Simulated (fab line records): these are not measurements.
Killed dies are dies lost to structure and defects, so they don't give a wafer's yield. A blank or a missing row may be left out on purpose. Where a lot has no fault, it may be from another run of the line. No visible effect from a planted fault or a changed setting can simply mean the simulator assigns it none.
Split-lot trial	flow n5_finfet	39 wafers read across 7 lots, on a route 1938 steps long

== ABOUT THE SPLIT ==
At N5_MOL_CONTACT_COAG_ETCH_110 (etches Si in CF4/O2, target depth 2.5 nm, time 8 s), the setting bias_w was moved away from the recipe's 12 W on 12 of the 39 wafers read, by -9.7% to +12.2%. For the rest of the wafers, this setting stayed at what the recipe calls for.

Reading taken at the split's own step.

== THE READING ==
rf_vpp_V, in V, at N5_MOL_CONTACT_COAG_ETCH_110 (etches Si in CF4/O2, target depth 2.5 nm, time 8 s). Typical for fault-free wafers on this fab line: 129.3 V, with standard deviation 2.8 V.

wafer	tool, chamber at the split	bias_w as run, W	against the recipe	rf_vpp_V, V	against lot-mates on the recipe
L078.1	rie_diel-02, 2	12	recipe	124.6	-
L078.2	rie_diel-02, 0	10.84	-9.7%	121.2	-5.8
L078.3	rie_diel-02, 3	12	recipe	127.3	-
L078.4	rie_diel-02, 1	12	recipe	129.0	-
L078.5	rie_diel-02, 2	10.84	-9.7%	115.3	-11.7
L078.6	rie_diel-02, 3	10.84	-9.7%	116.6	-10.4
L085.1	rie_diel-01, 3	12	recipe	126.5	-
L085.2	rie_diel-01, 0	13.46	+12.2%	143.9	+13.7
L085.3	rie_diel-01, 1	12	recipe	132.3	-
L085.4	rie_diel-01, 2	12	recipe	131.9	-
L085.5	rie_diel-01, 2	13.46	+12.2%	144.7	+14.5
L085.6	rie_diel-01, 3	13.46	+12.2%	140.0	+9.8
L091.1	rie_diel-02, 2	12	recipe	126.0	-
L091.2	rie_diel-02, 1	10.9	-9.2%	117.6	-8.6
L091.3	rie_diel-02, 0	10.9	-9.2%	121.6	-4.6
L091.4	rie_diel-02, 3	12	recipe	126.4	-
L091.5	rie_diel-02, 2	10.9	-9.2%	116.2	-10.0
L091.6	rie_diel-02, 3	12	recipe	126.1	-
L092.1	rie_diel-05, 3	12	recipe	131.0	-
L092.2	rie_diel-05, 1	12	recipe	132.1	-
L092.3	rie_diel-05, 0	12	recipe	125.4	-
L092.4	rie_diel-05, 1	12	recipe	132.2	-
L092.5	rie_diel-05, 3	12	recipe	132.6	-
L092.6	rie_diel-05, 0	12	recipe	124.6	-
L093.3	rie_diel-01, 1	12	recipe	131.5	-
L093.4	rie_diel-01, 2	12	recipe	132.4	-
L093.5	rie_diel-01, 1	12	recipe	130.6	-
L096.1	rie_diel-01, 1	13.23	+10.3%	142.9	+10.5
L096.2	rie_diel-01, 0	12	recipe	132.4	-
L096.3	rie_diel-01, 2	12	recipe	131.9	-
L096.4	rie_diel-01, 3	13.23	+10.3%	136.6	+4.2
L096.5	rie_diel-01, 1	13.23	+10.3%	142.4	+10.0
L096.6	rie_diel-01, 0	12	recipe	132.9	-
L097.1	rie_diel-02, 0	12	recipe	132.6	-
L097.2	rie_diel-02, 1	12	recipe	128.6	-
L097.3	rie_diel-02, 3	12	recipe	128.7	-
L097.4	rie_diel-02, 2	12	recipe	126.3	-
L097.5	rie_diel-02, 1	12	recipe	130.7	-
L097.6	rie_diel-02, 0	12	recipe	132.6	-

FIT RESULTS
A straight line over all 39 wafers: rf_vpp_V changes by +1.14 V for each +1% of bias_w; r = +0.92; the points scatter about the line by 2.8 V.
The same after taking each lot's own level away (the mean of its wafers on the recipe; 39 wafers): +0.925 V for each +1%; r = +0.91; scatter 2.4 V.
That fit puts the effect of the largest move of bias_w on the reading at 11 V.
From 126.17 to 132.40 V: that is the span of the lots' own levels, equal to 2.2 times the standard deviation above.
So the slope is not independent of the lot-to-lot level: the two fits are not the same.
Check: +10.9 V against its lot-mates is what the line predicts for one of the wafers moved furthest among these (+12.2%) when that wafer is left out of the fit. Against them it came out at +13.7 V.
Tool readings at the split's step, against how far the setting was moved: rf_vpp_V r = +0.92.

== OTHER SPLITS ON THESE WAFERS ==
Note: prior to the reading, these wafers also went through further splits. Each is held against what the fit with the lots' levels taken away leaves over:
other split on the same wafers	wafers away from the commonest value	r with rf_vpp_V (lot level and that fit taken away)
N5_SD_ACTIVATION_LSA_01 temp_c	12	+0.19

== THE FILE'S OWN FIT ==
rf_vpp_V changes by +0.924 V for each +1% of bias_w, r = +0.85.
